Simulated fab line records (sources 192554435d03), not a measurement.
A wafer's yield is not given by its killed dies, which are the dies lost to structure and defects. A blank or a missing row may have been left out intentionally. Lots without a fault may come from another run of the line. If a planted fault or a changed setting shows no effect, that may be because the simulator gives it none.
Split-lot trial    flow n5Finfet    route with 1938 steps; 7 lots, 39 wafers read

## ABOUT THE SPLIT
At N5_BEOL_M0_CUTY_DESCUM_61 (chemistry O2, time 7.9 s), the setting timeS was moved away from the recipe's 7.9 s on 18 of the 39 wafers read, by -56.0% to +59.4%. The other wafers ran this setting at the recipe's value.

There is no step in the file separating the split from the reading.

## THE READING
CAR-ArF-block_of_BEOL_M0_CUTY_COAT_51.thkNm (the simulator's own value, which no gauge read), in nm, at N5_BEOL_M0_CUTY_ETCH_62 (etches SiARC in CF4, time 58.5 s). No usual value for it is given in the file. The 21 wafers here that ran the recipe average 118.7 nm, standard deviation 0.51 nm.

wafer   tool, chamber at the split  timeS as run, s  against the recipe  CAR-ArF-block_of_BEOL_M0_CUTY_COAT_51.thkNm, nm  against lot-mates on the recipe
L080.1  rieDiel-06, 0,3,2           7.9              recipe              118.2                                            -
L080.3  rieDiel-06, 0,3,2           7.9              recipe              118.2                                            -
L080.2  rieDiel-06, 0,3,2           7.9              recipe              118.4                                            -
L080.4  rieDiel-06, 1               6.624            -16.2%              119                                              +0.7
L080.6  rieDiel-06, 3,2             6.624            -16.2%              119                                              +0.7
L080.5  rieDiel-06, 3,2             6.624            -16.2%              118.8                                            +0.5
L082.1  rieDiel-06, 0               7.9              recipe              118.4                                            -
L082.2  rieDiel-06, 2               7.9              recipe              118.2                                            -
L082.3  rieDiel-06, 3               7.9              recipe              117.8                                            -
L082.4  rieDiel-06, 1               5.842            -26.1%              120                                              +1.9
L082.5  rieDiel-06, 1,0             5.842            -26.1%              119.4                                            +1.3
L082.6  rieDiel-06, 1,0             5.842            -26.1%              119.6                                            +1.5
L083.1  rieDiel-04, 1               7.9              recipe              119.8                                            -
L083.2  rieDiel-04, 2               7.9              recipe              119.4                                            -
L083.5  rieDiel-04, 0               7.9              recipe              118.8                                            -
L085.1  rieDiel-06, 2               6.341            -19.7%              119.8                                            +1.0
L085.3  rieDiel-06, 0               6.341            -19.7%              119.8                                            +1.0
L085.2  rieDiel-06, 1               7.9              recipe              119                                              -
L085.4  rieDiel-06, 3,0             7.9              recipe              118.8                                            -
L085.5  rieDiel-06, 3,0             7.9              recipe              118.6                                            -
L085.6  rieDiel-06, 1               6.341            -19.7%              119.6                                            +0.8
L088.1  rieDiel-04, 3               7.9              recipe              118.6                                            -
L088.2  rieDiel-04, 1               7.9              recipe              118.6                                            -
L088.3  rieDiel-04, 2               12.59            +59.4%              115.6                                            -2.9
L088.5  rieDiel-04, 2               12.59            +59.4%              115.6                                            -2.9
L088.4  rieDiel-04, 1               12.59            +59.4%              115                                              -3.5
L088.6  rieDiel-04, 3               7.9              recipe              118.2                                            -
L091.1  rieDiel-05, 3,1             10.1             +27.8%              117.2                                            -1.9
L091.3  rieDiel-05, 3,1             10.1             +27.8%              117.2                                            -1.9
L091.2  rieDiel-05, 2               7.9              recipe              119.2                                            -
L091.4  rieDiel-05, 0               7.9              recipe              119.4                                            -
L091.5  rieDiel-05, 1               10.1             +27.8%              117.4                                            -1.7
L091.6  rieDiel-05, 2               7.9              recipe              118.8                                            -
L092.1  rieDiel-04, 2               7.9              recipe              119.2                                            -
L092.2  rieDiel-04, 0               3.479            -56.0%              121.4                                            +2.9
L092.3  rieDiel-04, 3               3.479            -56.0%              121                                              +2.5
L092.4  rieDiel-04, 1               7.9              recipe              118.2                                            -
L092.5  rieDiel-04, 3               7.9              recipe              118                                              -
L092.6  rieDiel-04, 0               3.479            -56.0%              121.2                                            +2.7
If several chambers appear in one row, that row covers several wafers at once and the file leaves open which wafer was in which chamber.

FIT RESULTS
A straight line over all 39 wafers: CAR-ArF-block_of_BEOL_M0_CUTY_COAT_51.thkNm changes by -0.049 nm for each +1% of timeS; r = -0.95; the points scatter about the line by 0.44 nm.
The same after taking each lot's own level away (the mean of its wafers on the recipe; 39 wafers): -0.0522 nm for each +1%; r = -0.98; scatter 0.3 nm.
The reading moves by 3.1 nm for the largest change in timeS, on that fit.
From 118.13 to 119.33 nm: that is the span of the lots' own levels, equal to 2.3 times the standard deviation above.
Consequently the slope shifts little with the lot-to-lot level, the two slopes agreeing.
Check: -3.21 nm against its lot-mates is what the line predicts for one of the wafers moved furthest among these (+59.4%) when that wafer is left out of the fit. It came out at -2.87 nm against them.

## THESE WAFERS: OTHER SPLITS
Note: prior to the reading, these wafers also went through further splits. Each is held against what the fit with the lots' levels taken away leaves over:
other split on the same wafers                wafers away from the commonest value  r with CAR-ArF-block_of_BEOL_M0_CUTY_COAT_51.thkNm (lot level and that fit taken away)
N5_PMOS_HMC_CHANNEL_EPI_HM_DEP_34 targetThkA  15                                    +0.27
N5_FIN_SAQP_ETCH_65 timeS                     15                                    +0.18
N5_SD_EPI_P_EPI_21 timeS                      15                                    +0.02
N5_MOL_CONTACT_COAG_ALD_27 timeS              12                                    +0.10

## THE WHOLE CHAIN: every reading that the file lists as answering this split, in the file's order
step                       what it does                      reading                                                                                       change (the file's fit)                 r (the file's)
N5_BEOL_M0_CUTY_DESCUM_61  chemistry O2, time 7.9 s          CAR-ArF-block_of_BEOL_M0_CUTY_COAT_51.thkNm (the simulator's own value, which no gauge read)  -0.0515 nm for each +1% of the setting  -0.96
N5_BEOL_M0_CUTY_ETCH_62    etches SiARC in CF4, time 58.5 s  CAR-ArF-block_of_BEOL_M0_CUTY_COAT_51.thkNm (the simulator's own value, which no gauge read)  -0.0521 nm for each +1% of the setting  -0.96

## THE FILE'S OWN FIT
CAR-ArF-block_of_BEOL_M0_CUTY_COAT_51.thkNm changes by -0.0521 nm for each +1% of timeS, r = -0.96.
